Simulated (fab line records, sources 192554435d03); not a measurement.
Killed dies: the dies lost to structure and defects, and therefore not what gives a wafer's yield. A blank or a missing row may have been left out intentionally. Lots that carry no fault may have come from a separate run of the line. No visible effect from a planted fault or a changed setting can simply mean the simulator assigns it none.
fab line records | flow n5_finfet
record: lots: 12 wafers: 36 last_day: 18
route steps=1938 shown BEOL_M5@1128
lots that met no fault: taken from a fault-free run of the same line
start_h: the number of hours between the record's first day and the start of the first shown wafer of the lot | wait_h: hours since the lot's step before | " unchanged from the row above | L1.1+2: a single row standing in for several wafers | - no value, or no start given | * or withheld: withheld | < > ~ a bound
route shown NAME@n: names a module that has steps shown in the file, with the first one's number in the route | usual: mean and standard deviation over wafers with no fault | same: alike in all rows | chamber/n: place in a boat | sites: the reading at each site | _std_site: standard deviation of those values | _edge_site: mean of outer sites minus mean of inner sites | radius_mm: how far each site lies from the wafer's centre | mask NAME#n: copy n | behind: the last tool/chamber to shape the wafer | hold: why the lot went on hold/how many hours it stayed there/how the hold came to an end | device: which transistor (n, p or np) failed to switch | end of line: tests run on the same wafers once the route is complete | a step with no rows: only its recipe | killed: the dies lost at the first sort to structure and to defects; this is not the yield of the wafer | map: the dies of a wafer, with x for killed, . for not killed, _ for no die there
set.NAME: the setting that was run; set.NAME@STEP: the one run at that earlier step | model.NAME: the simulator's own value behind a step, which no gauge read
one table for each step of the route and one row for each wafer, over a sample of lots
services: a tool's chamber out of use, with start hour (start_h, from the record's first day; less than 0 if before it), hours out, and reason
== steps ==
step: N5_BEOL_M5_INSPECT_13
recipe: mode: adi inspect_instrument: brightfield
usual: raw_defect_count: 386/110
columns lot.wafer tool chamber start_h wait_h raw_defect_count
L921.1 defect_inspect-01 - 203.17 0.1 353
L921.5 " - " " 243
L921.6 " - " " 291
L920.1 defect_inspect-02 - 203.43 0.1 371
L920.3 " - " " 383
L920.4 " - " " 344
L925.1 defect_inspect-02 - 227.04 0.1 292
L925.4 " - " " 472
L925.6 " - " " 370
L926.1 defect_inspect-01 - 239.75 0.1 267
L926.4 " - " " 339
L926.5 " - " " 307
L928.1 defect_inspect-01 - 257.28 0.1 461
L928.4 " - " " 534
L928.5 " - " " 638
L929.1 defect_inspect-01 - 261.27 0.1 197
L929.4 " - " " 392
L929.6 " - " " 269
L931.3 defect_inspect-02 - 266.29 0.0 511
L931.4 " - " " 606
L931.6 " - " " 529
L932.1 defect_inspect-01 - 274.17 0.1 392
L932.2 " - " " 515
L932.6 " - " " 636
L935.1 defect_inspect-01 - 290.39 0.1 281
L935.4 " - " " 291
L935.6 " - " " 351
L937.3 defect_inspect-01 - 311.91 0.0 454
L937.4 " - " " 390
L937.6 " - " " 347
L939.2 defect_inspect-01 - 312.11 0.0 296
L939.3 " - " " 293
L939.6 " - " " 350
L941.1 defect_inspect-02 - 322.84 0.1 548
L941.4 " - " " 402
L941.6 " - " " 407
step: N5_BEOL_M5_ETCH_72
recipe: chemistry: N2/H2 target: underlayer target_depth_a: 65 mask_material: CAR-EUV time_s: 5.2 ion_energy_ev: 200 pressure_mtorr: 30 source_w: 840 bias_w: 150 n2_flow_sccm: 200 h2_flow_sccm: 200 ends: cleared
usual: drypump_motor_current_A: 5.7/0.35 etch_rf_on_time_s: 5.17/0.07 oes_product_au: 0.67/0.069 rf_fwd_power_W: 819.1/2.4 rf_vpp_V: 523.9/3 showerhead_plenum_p_Torr: 2.54/0.098 throttle_valve_pct: 17.87/0.26
columns lot.wafer tool chamber start_h wait_h drypump_motor_current_A etch_rf_on_time_s oes_product_au rf_fwd_power_W rf_hours_counter_h rf_vpp_V showerhead_plenum_p_Torr throttle_valve_pct
L921.1 rie_diel-02 0 203.24 0.0 5.4 5.17 0.59 817.6 245 525.9 2.60 17.90
L921.5 " 0 " " 5.4 5.20 0.59 821.5 - 525.1 2.60 17.88
L921.6 " 1 " " 6.3 5.09 0.68 822.0 - 526.0 2.68 18.21
L920.1 rie_diel-02 2 203.50 0.0 5.5 5.20 0.66 823.5 116 521.5 2.45 17.66
L920.3 " 0 " " 5.4 5.23 0.59 824.6 245 524.4 2.60 17.90
L920.4 " 1 " " 6.4 5.18 0.67 820.0 107 527.7 2.68 18.19
L925.1 rie_diel-06 3 227.11 0.0 5.3 5.09 0.81 818.4 13 528.8 2.70 17.34
L925.4 " 1 " " 6.0 5.10 0.64 816.6 148 519.1 2.34 18.24
L925.6 " 1 " " 6.0 5.11 0.64 819.8 - 520.6 2.34 18.23
L926.1 rie_diel-02 2 240.03 0.0 5.5 5.22 0.65 819.6 130 519.8 2.45 17.72
L926.4 " 2 " " 5.5 5.15 0.65 821.5 - 518.9 2.45 17.68
L926.5 " 3 " " 5.5 5.25 0.62 818.3 - 523.8 2.53 17.99
L928.1 rie_diel-05 1 257.42 0.0 5.2 5.14 0.74 820.6 46 520.2 2.48 17.77
L928.4 " 3 " " 5.6 5.12 0.76 817.0 38 523.3 2.49 17.79
L928.5 " 1 " " 5.2 5.12 0.72 822.4 - 523.1 2.48 17.77
L929.1 rie_diel-05 2 261.48 0.0 6.1 5.16 0.59 822.8 228 525.8 2.61 17.61
L929.4 " 1 " " 5.2 5.09 0.73 823.2 48 522.5 2.48 17.75
L929.6 " 1 " " 5.2 5.15 0.72 817.9 - 524.0 2.48 17.80
L931.3 rie_diel-05 0 266.35 0.0 6.2 5.01 0.62 818.2 188 528.4 2.52 17.93
L931.4 " 2 " " 6.1 5.10 0.60 818.2 230 524.5 2.61 17.63
L931.6 " 3 " " 5.6 5.07 0.75 818.1 - 520.7 2.49 17.79
L932.1 rie_diel-02 2 274.23 0.0 5.5 5.10 0.65 818.9 142 522.0 2.44 17.72
L932.2 " 0 " " 5.4 5.00 0.82 817.5 7 526.5 2.60 17.47
L932.6 " 0 " " 5.4 5.05 0.82 821.4 - 526.1 2.60 17.49
L935.1 rie_diel-06 2 290.46 0.0 5.9 5.24 0.60 818.3 197 518.7 2.42 18.28
L935.4 " 0 " " 5.7 5.22 0.67 822.5 138 526.8 2.66 18.04
L935.6 " 0 " " 5.7 5.22 0.67 819.2 - 526.5 2.66 18.06
L937.3 rie_diel-02 2 312.50 0.0 5.5 5.23 0.64 817.6 154 521.9 2.44 17.74
L937.4 " 3 " " 5.5 5.34 0.61 821.1 203 521.2 2.52 18.04
L937.6 " 0 " " 5.4 5.15 0.78 816.7 - 524.8 2.59 17.49
L939.2 rie_diel-06 1 312.85 0.0 5.9 5.13 0.62 818.0 174 517.0 2.33 18.30
L939.3 " 3 " " 5.3 5.18 0.76 814.3 40 529.6 2.69 17.40
L939.6 " 3 " " 5.3 5.13 0.76 821.2 - 528.7 2.69 17.40
L941.1 rie_diel-05 1 322.96 0.0 5.2 5.13 0.70 818.3 65 519.8 2.47 17.81
L941.4 " 3 " " 5.6 5.11 0.73 819.5 58 523.6 2.48 17.85
L941.6 " 0 " " 6.1 5.10 0.60 820.9 - 523.5 2.52 17.95
step: N5_BEOL_M5_COAT_22
recipe: resist: CAR-EUV spin_rpm: 1500 resist_thk_nm: 30
usual: spin_speed_rpm: 1500.0/0.98
columns lot.wafer tool chamber start_h wait_h spin_speed_rpm
L920.1 litho_track-01 0 206.26 - 1499.6
L920.3 " 0 " " 1501.0
L920.4 " 0 " " 1500.2
L921.1 litho_track-04 0 206.26 - 1501.1
L921.5 " 0 " " 1500.0
L921.6 " 0 " " 1500.3
L925.1 litho_track-01 0 227.97 - 1499.2
L925.4 " 0 " " 1499.1
L925.6 " 0 " " 1500.2
L926.1 litho_track-03 0 241.34 - 1500.7
L926.4 " 0 " " 1499.5
L926.5 " 0 " " 1499.6
L928.1 litho_track-04 0 259.33 - 1501.3
L928.4 " 0 " " 1501.5
L928.5 " 0 " " 1500.3
L929.1 litho_track-03 0 264.40 - 1500.2
L929.4 " 0 " " 1500.6
L929.6 " 0 " " 1498.9
L931.3 litho_track-03 0 270.27 - 1501.1
L931.4 " 0 " " 1499.4
L931.6 " 0 " " 1500.2
L932.1 litho_track-03 0 276.59 - 1461.6
L932.2 " 0 " " 1460.9
L932.6 " 0 " " 1462.2
L935.1 litho_track-03 0 292.17 - 1462.0
L935.4 " 0 " " 1459.5
L935.6 " 0 " " 1461.8
L939.2 litho_track-01 0 315.07 - 1499.8
L939.3 " 0 " " 1499.1
L939.6 " 0 " " 1499.7
L937.3 litho_track-04 0 315.07 - 1498.4
L937.4 " 0 " " 1500.4
L937.6 " 0 " " 1498.5
L941.1 litho_track-04 0 324.23 - 1499.7
L941.4 " 0 " " 1499.2
L941.6 " 0 " " 1499.6
step: N5_BEOL_M5_OVL_MEAS_29
recipe: points_per_wafer: 522
usual: V4_OVL: 0.1/0.79
columns lot.wafer tool chamber start_h wait_h V4_OVL[nm]
L920.1 overlay-02 0 206.69 0.0 -0.7
L920.3 " 0 " " -1.0
L920.4 " 0 " " 0.7
L921.1 overlay-02 0 206.74 0.0 0.2
L921.5 " 0 " " 1.8
L921.6 " 0 " " 0.3
L925.1 overlay-02 0 228.44 0.0 -1.1
L925.4 " 0 " " 0.6
L925.6 " 0 " " 0.4
L926.1 overlay-01 0 241.80 0.0 0.5
L926.4 " 0 " " -0.8
L926.5 " 0 " " 1.1
L928.1 overlay-02 0 259.63 0.0 0.2
L928.4 " 0 " " -0.7
L928.5 " 0 " " 0.1
L929.1 overlay-01 0 264.71 0.0 0.2
L929.4 " 0 " " -1.5
L929.6 " 0 " " -1.5
L931.3 overlay-01 0 270.58 0.0 -0.4
L931.4 " 0 " " 0.3
L931.6 " 0 " " -0.9
L932.1 overlay-02 0 277.05 0.0 0.6
L932.2 " 0 " " 0.4
L932.6 " 0 " " -0.1
L935.1 overlay-01 0 292.54 0.0 0.8
L935.4 " 0 " " 0.3
L935.6 " 0 " " 1.5
L939.2 overlay-01 0 315.42 0.0 -0.1
L939.3 " 0 " " -0.5
L939.6 " 0 " " 0.3
L937.3 overlay-02 0 315.48 0.0 -0.1
L937.4 " 0 " " 0.3
L937.6 " 0 " " 0.8
L941.1 overlay-02 0 324.53 0.0 -0.3
L941.4 " 0 " " 0.0
L941.6 " 0 " " 0.4
== services ==
columns tool chamber start_h hours kind
litho_track-01 - 179.45 - consumable_replace:filter
rie_diel-06 1 185.66 1.9 repair
rie_diel-02 2 186.31 1.2 repair
rie_diel-02 - 211.42 0.1 repair
rie_diel-02 0 219.73 - clean
rie_diel-02 0 219.73 - consumable_replace:focus_ring
rie_diel-02 0 219.73 32.4 scheduled_down
rie_diel-02 0 219.73 32.4 vent_cycle
rie_diel-02 1 234.79 10.1 repair
rie_diel-05 0 290.58 14.1 repair
rie_diel-06 2 323.89 4.5 repair
== key ==
first_sign: step: N5_BEOL_M5_COAT_22 reading: spin_speed_rpm direction: down sigmas: 39 usual: * struck: *
effect none on later readings
met_at N5_BEOL_M5_COAT_22
struck_lots L932,L935
rows_end L932.2,L932.6
not_acting_at N5_BEOL_M5_INSPECT_13,N5_BEOL_M5_ETCH_72,N5_BEOL_M5_OVL_MEAS_29
onset_between 270.27 276.59
fault: kind: process_parameter_drift tool: litho_track-03 chamber: - onset_h: 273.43 steps: N5_BEOL_M5_COAT_22 channel: spin_rpm offset: * shape: step acts_in: * stated: *
rows_end: these wafers met a further fault down the route, and their rows from its step on are left out
